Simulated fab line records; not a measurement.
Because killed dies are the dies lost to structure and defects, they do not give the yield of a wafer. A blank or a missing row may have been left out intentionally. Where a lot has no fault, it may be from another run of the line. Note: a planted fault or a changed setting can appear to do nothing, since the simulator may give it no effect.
A struck lot beside a sound one | flow nandHarc | 12 out of 1159 route steps
Sound: wafers L817.4, L817.5, L817.6. Struck: wafer L813.4 (left out: L813.5, L813.6 of the same lot, which were not struck); the cause appears at the end.
Order at every step that has rows: each side's tool, ch and its chambers, its first start. Under that, the readings that differ: sound wafers | struck wafers | difference of the means | sigmas: that difference in standard deviations of wafers without a fault.
alike: readings whose means differ by less than 2 such deviations, and words and numbers that are the same on both sides. not compared: withheld readings, readings that some wafer has no value for, bounds like >300 that may hide the same value, and numbers for which the record gives no deviation and whose values overlap.
A row with sigmas, a row that says differs or no value, or rows on one side alone: a step with any of these is where the two part. Numbers that don't overlap but have no deviation are shown without sigmas and don't part them. A reading that every wafer of one side lacks parts them only if that side has two wafers or more.

first, 3 steps without rows for these wafers: NHARC_A_STAIRCASE_PEB_07 (peb time 130 s); NHARC_A_STAIRCASE_DEVELOP_08 (time 140 s); NHARC_A_STAIRCASE_HARDBAKE_10 (time 140 s).
NHARC_A_STAIRCASE_DESCUM_11: chemistry O2, time 3 s.
  sound on rieDiel-13 ch 1,2,3, day 14 04:30; struck on rieDiel-01 ch 0, day 13 09:12
  alike: drypumpMotorCurrentA, oesProductAu, rfVppV, showerheadPlenumPTorr, throttleValvePct
  not compared: rfHoursCounterH
NHARC_A_STAIRCASE_TRIM_12: chemistry O2, time 211.2 s.
  sound on rieDiel-13 ch 1,2, day 14 04:34; struck on rieDiel-01 ch 2, day 13 09:17
  alike: drypumpMotorCurrentA, oesProductAu, rfVppV, showerheadPlenumPTorr, throttleValvePct
  not compared: rfHoursCounterH
NHARC_A_STAIRCASE_ETCH_13: etches the open film in C4F8/O2, target depth 100 nm, time 40.5 s.
  sound on rieDiel-13 ch 0,1,2; struck on rieDiel-01 ch 1
  alike: oesProductAu, rfVppV
  not compared: rfHoursCounterH
then, 1 step without rows for these wafers: NHARC_A_STAIRCASE_TRIM_14 (chemistry O2, time 211.2 s).
NHARC_A_STAIRCASE_ETCH_15: etches the open film in C4F8/O2, target depth 100 nm, time 40.5 s.
  sound on rieDiel-13 ch 0,1; struck on rieDiel-01 ch 1
  alike: oesProductAu, rfVppV
  not compared: rfHoursCounterH
then, 1 step without rows for these wafers: NHARC_A_STAIRCASE_TRIM_16 (chemistry O2, time 211.2 s).
NHARC_A_STAIRCASE_ETCH_17: etches the open film in C4F8/O2, target depth 100 nm, time 40.5 s.
  sound on rieDiel-13 ch 1,2,3; struck on rieDiel-01 ch 3
  alike: oesProductAu, rfVppV
  not compared: rfHoursCounterH
then, 1 step without rows for these wafers: NHARC_A_STAIRCASE_TRIM_18 (chemistry O2, time 211.2 s).
NHARC_A_STAIRCASE_ETCH_19: etches the open film in C4F8/O2, target depth 100 nm, time 40.5 s.
  sound on rieDiel-13 ch 1,2,3, day 14 06:00; struck on rieDiel-01 ch 2, day 13 10:06
reading             | sound             | struck | difference | sigmas
oesProductAu (a.u.) | 0.939 0.944 0.944 | 0.802  | -0.140     | -14
  alike: rfVppV
  not compared: rfHoursCounterH

WHERE THEY PART
NHARC_A_STAIRCASE_ETCH_19 only, going by this record.

WHY: the cause the simulator had injected
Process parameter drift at NHARC_A_STAIRCASE_ETCH_19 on rieDiel-01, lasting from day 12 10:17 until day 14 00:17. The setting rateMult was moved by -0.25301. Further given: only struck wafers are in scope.
